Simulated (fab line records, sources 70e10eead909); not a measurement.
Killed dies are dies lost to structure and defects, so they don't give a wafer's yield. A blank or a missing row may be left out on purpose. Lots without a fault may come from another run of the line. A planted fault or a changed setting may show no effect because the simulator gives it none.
Chamber matching | flow nand_harc | NHARC_A_STAIRCASE_TRIM_187 on rie_diel-02: 4 sister chambers
The step chemistry O2, time 211.2 s. 18 wafers are shown with their chamber, then 9 later ones without.

WAFERS WITH THEIR CHAMBER
wafer  | chamber | showerhead_plenum_p_Torr (Torr) | drypump_motor_current_A (A) | oes_product_au (a.u.)
L081.2 | 2       | 3.33                            | 6.0                         | 1.002
L081.4 | 0       | 3.59                            | 5.6                         | 0.999
L081.5 | 3       | 3.50                            | 6.1                         | 1.004
L085.1 | 2       | 3.32                            | 6.0                         | 1.003
L085.2 | 1       | 3.40                            | 6.0                         | 0.989
L085.6 | 2       | 3.32                            | 6.0                         | 0.994
L083.2 | 3       | 3.49                            | 6.1                         | 0.996
L083.3 | 1       | 3.40                            | 6.0                         | 0.993
L083.4 | 0       | 3.59                            | 5.6                         | 1.007
L084.3 | 1       | 3.39                            | 6.0                         | 1.000
L084.4 | 2       | 3.32                            | 6.0                         | 1.008
L084.5 | 2       | 3.32                            | 6.0                         | 0.998
L087.2 | 3       | 3.49                            | 6.2                         | 1.009
L087.4 | 2       | 3.32                            | 6.0                         | 1.019
L087.6 | 0       | 3.58                            | 5.7                         | 1.010
L089.3 | 3       | 3.49                            | 6.2                         | 1.004
L089.4 | 1       | 3.39                            | 6.0                         | 0.990
L089.6 | 0       | 3.58                            | 5.6                         | 1.000

SIGNATURES (means of the wafers above)
reading                  | chamber 0 | chamber 1 | chamber 2 | chamber 3 | scatter within a chamber
showerhead_plenum_p_Torr | 3.5850    | 3.3950    | 3.3217    | 3.4925    | 0.00506
drypump_motor_current_A  | 5.625     | 6.000     | 6.000     | 6.150     | 0.0354
oes_product_au           | 1.00400   | 0.99300   | 1.00400   | 1.00325   | 0.0067
Rule: a wafer's distance from a chamber is the root of the sum, over the readings, of the square of ((its reading less the chamber's mean) divided by the reading's scatter). The wafer belongs to the nearest chamber; if the next one is less than 2 further off, it can't be placed. The scatter: the root of (the sum of the squares of (reading less its chamber's mean) over the shown wafers, divided by (wafers less chambers)).

WAFERS WITHOUT THEIR CHAMBER
wafer  | showerhead_plenum_p_Torr (Torr) | drypump_motor_current_A (A) | oes_product_au (a.u.)
L093.2 | 3.38                            | 6.0                         | 0.992
L093.4 | 3.48                            | 6.1                         | 1.008
L093.5 | 3.30                            | 6.0                         | 1.009
L095.4 | 3.57                            | 5.6                         | 1.019
L095.5 | 3.30                            | 6.0                         | 1.013
L095.6 | 3.38                            | 6.0                         | 0.992
L094.2 | 3.30                            | 6.0                         | 1.009
L094.4 | 3.57                            | 5.6                         | 1.022
L094.5 | 3.38                            | 6.0                         | 0.990

WHICH CHAMBER EACH WENT THROUGH
wafer  | from the rows above | in truth
L093.2 | 1                   | 1
L093.4 | 3                   | 3
L093.5 | 2                   | 2
L095.4 | 0                   | 0
L095.5 | 2                   | 2
L095.6 | 1                   | 1
L094.2 | 2                   | 2
L094.4 | 0                   | 0
L094.5 | 1                   | 1
Placed correctly: 9 of 9. Can't be placed from these rows: 0. Placed wrongly: 0.
